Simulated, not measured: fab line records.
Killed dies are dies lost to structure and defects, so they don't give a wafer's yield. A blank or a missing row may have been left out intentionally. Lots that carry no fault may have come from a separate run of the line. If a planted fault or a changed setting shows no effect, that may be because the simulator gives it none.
Matching of chambers | flow n5 finfet | 3 sister chambers for N5_BEOL_M6_ILD_DEP_00 on pecvd-02
The step deposits SiCOH lowk from DEMS/porogen, target thk 179.75 nm, time 33.4 s. 14 wafers are shown with their chamber, then 7 later ones without.

WAFERS, EACH WITH ITS CHAMBER
wafer  | chamber | throttle valve pct (%) | heater power w (W) | showerhead plenum p Torr (Torr)
L074.2 | 0       | 14.6                   | 229                | 5.722
L074.5 | 1       | 14.8                   | 303                | 5.710
L074.6 | 0       | 14.6                   | 234                | 5.719
L081.1 | 1       | 15.0                   | 321                | 5.716
L081.4 | 1       | 14.8                   | 327                | 5.710
L081.6 | 0       | 14.7                   | 220                | 5.725
L085.2 | 0       | 14.8                   | 255                | 5.742
L085.4 | 0       | 14.6                   | 259                | 5.720
L085.6 | 1       | 14.8                   | 325                | 5.722
L086.1 | 0       | 14.7                   | 243                | 5.732
L086.2 | 2       | 12.6                   | 299                | 5.725
L086.4 | 0       | 14.6                   | 248                | 5.735
L090.1 | 2       | 12.6                   | 243                | 5.710
L090.3 | 1       | 15.0                   | 340                | 5.704

SIGNATURES (averages over the wafers above)
reading                  | chamber 0 | chamber 1 | chamber 2 | scatter within a chamber
throttle valve pct       | 14.657    | 14.880    | 12.600    | 0.088
heater power w           | 241.14    | 323.20    | 271.00    | 17.8
showerhead plenum p Torr | 5.72786   | 5.71240   | 5.71750   | 0.00826
Rule: for a wafer and a chamber, the distance is found by dividing, reading by reading, the gap between the wafer's reading and the chamber's mean by the reading's scatter, squaring, summing and taking the root. If the next closest chamber is less than 2 further off than the closest, the wafer can't be placed; otherwise it belongs to the closest. The scatter: the root of (the sum of the squares of (reading less its chamber's mean) over the shown wafers, divided by (wafers less chambers)).

WAFERS WHOSE CHAMBER IS MISSING
wafer  | throttle valve pct (%) | heater power w (W) | showerhead plenum p Torr (Torr)
L090.6 | 12.5                   | 259                | 5.693
L092.1 | 12.7                   | 260                | 5.716
L092.4 | 14.8                   | 252                | 5.716
L092.6 | 14.7                   | 309                | 5.723
L093.1 | 12.8                   | 282                | 5.729
L093.4 | 12.3                   | 286                | 5.726
L093.5 | 14.9                   | 257                | 5.730

WHICH CHAMBER EACH WENT THROUGH
wafer  | from the rows above     | in truth
L090.6 | 2                       | 2
L092.1 | 2                       | 2
L092.4 | can't be placed: 0 or 1 | 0
L092.6 | can't be placed: 1 or 0 | 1
L093.1 | 2                       | 2
L093.4 | 2                       | 2
L093.5 | can't be placed: 0 or 1 | 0
4 of 7 placed correctly. These rows do not allow placing 3 (true chamber among the candidates in 3). Placed wrongly: 0.
